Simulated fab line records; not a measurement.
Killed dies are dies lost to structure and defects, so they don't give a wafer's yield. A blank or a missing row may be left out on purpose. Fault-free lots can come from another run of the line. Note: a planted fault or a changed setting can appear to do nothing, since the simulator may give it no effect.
A struck lot beside a sound one / flow n5 finfet / 15 steps out of a route of 1938
Sound: these wafers, L931.2, L931.4, L931.5. Struck: wafer L927.6; the same lot's L927.2 was not struck, so it is left out; see the end for the cause.
For every step that has rows: the tool of each side, followed by ch and its chambers, followed by its first start. Under that, the readings that differ: sound wafers / struck wafers / difference of the means / sigmas: that difference in standard deviations of wafers without a fault.
alike: readings with means less than 2 such deviations apart, plus words and numbers identical on both sides. not compared: withheld readings, readings lacking a value on some wafer, bounds such as >300 that could conceal the same value, and numbers that have no deviation in the record and whose values overlap.
The two part at a step that has a row with sigmas, a row that says differs or no value, or rows on one side only. Non-overlapping numbers with no deviation appear without sigmas and do not part them. A reading that every wafer of one side lacks parts them only if that side has two wafers or more.

first, 1 step without rows for these wafers: N5_BEOL_M7_STRIP_80 (strips in N2/H2, time 10 s).
N5_BEOL_M7_OCD_MEAS_38:
  struck on ocd-01, day 13 10:03; sound on ocd-02, day 13 13:06
  alike: trench depth nm
then, 4 steps without rows for these wafers: N5_BEOL_M7_HM_STRIP_39 (strips TiN in peroxide tin strip, target depth 25 nm, time 158 s); N5_BEOL_M7_SRD_40 (time 30 s); N5_BEOL_M7_PRECLEAN_42 (cleans in residue remover, time 60 s); N5_BEOL_M7_SRD_43 (time 30 s).
N5_BEOL_M7_CD_MEAS_35: the cd target is 40 nm.
  struck on cd sem-01, day 13 10:12; sound on cd sem-01, day 13 13:15
  alike: cd nm
N5_BEOL_M7_CURE_75: cures SiCOH lowk, time 120 s.
  sound on uv cure-02 ch 0, day 13 13:22; struck on uv cure-01 ch 0, day 13 10:25
reading=lamp power pct (%); sound=52.45 52.26 52.43; struck=52.23; difference=-0.15; sigmas=-3
  alike: wafer_temp_C_max
N5_BEOL_M7_DEGAS_44: time 60 s.
  struck on pvd sputter-03, day 13 10:44; sound on pvd sputter-01, day 13 13:47
  alike: heater power w
N5_BEOL_M7_PRE_CLEAN_45: time 30 s.
  struck on pvd sputter-03, day 13 10:47; sound on pvd sputter-01, day 13 13:50
  alike: heater power w
then, 1 step without rows for these wafers: N5_BEOL_M7_ALD_77 (deposits TaN, target thk 2 nm, pulse time 2 s, purge time 3 s).
N5_BEOL_M7_SURFACE_TREAT_79:
  struck on pvd sputter-02, day 13 11:09; sound on pvd sputter-02, day 13 14:11
  not compared: pressure mtorr, throttle valve pct
N5_BEOL_M7_CVD_78: deposits Co from CCTBA/H2, target thk 2 nm, time 142.3 s.
  sound on cvd co-01 ch 1,2, day 13 14:15; struck on cvd co-02 ch 2, day 13 11:19
reading=run length s (s); sound=165.7 165.4 165.4; struck=224.8; difference=+59.3; sigmas=+99 or more
N5_BEOL_M7_SPUTTER_48: material Cu, target thk 10 nm, time 1.667 s.
  struck on pvd sputter-01, day 13 11:43; sound on pvd sputter-01, day 13 14:23
  alike: chamber pressure pa, throttle valve pct
-- the record jumps here: 3 days lie between the struck wafers' starts before and after (it left off in module BEOL_M7 and takes up again in module PASSIVATION, whose first step shown is number 1936 of the route) --
N5_PASSIVATION_PROBE_49:
  struck on prober-01, day 16 15:20; sound on prober-01, day 16 19:50
reading=sort_bin_6_memory (%); sound=1.9; struck=3.1; difference=+1.2; sigmas=+2
  alike: defect limited yield, killed_at_M0_to_M3, killed_at_M4_up, killed at contacts, killed at front end, killed at other, killed dies, killed open, killed short, sort_bin_5_function, sort n pass, sort yield pct

WHERE THEY PART
At N5_BEOL_M7_CURE_75 first; at N5_PASSIVATION_PROBE_49 last (within this record only).

WHY: whatever the simulator had introduced
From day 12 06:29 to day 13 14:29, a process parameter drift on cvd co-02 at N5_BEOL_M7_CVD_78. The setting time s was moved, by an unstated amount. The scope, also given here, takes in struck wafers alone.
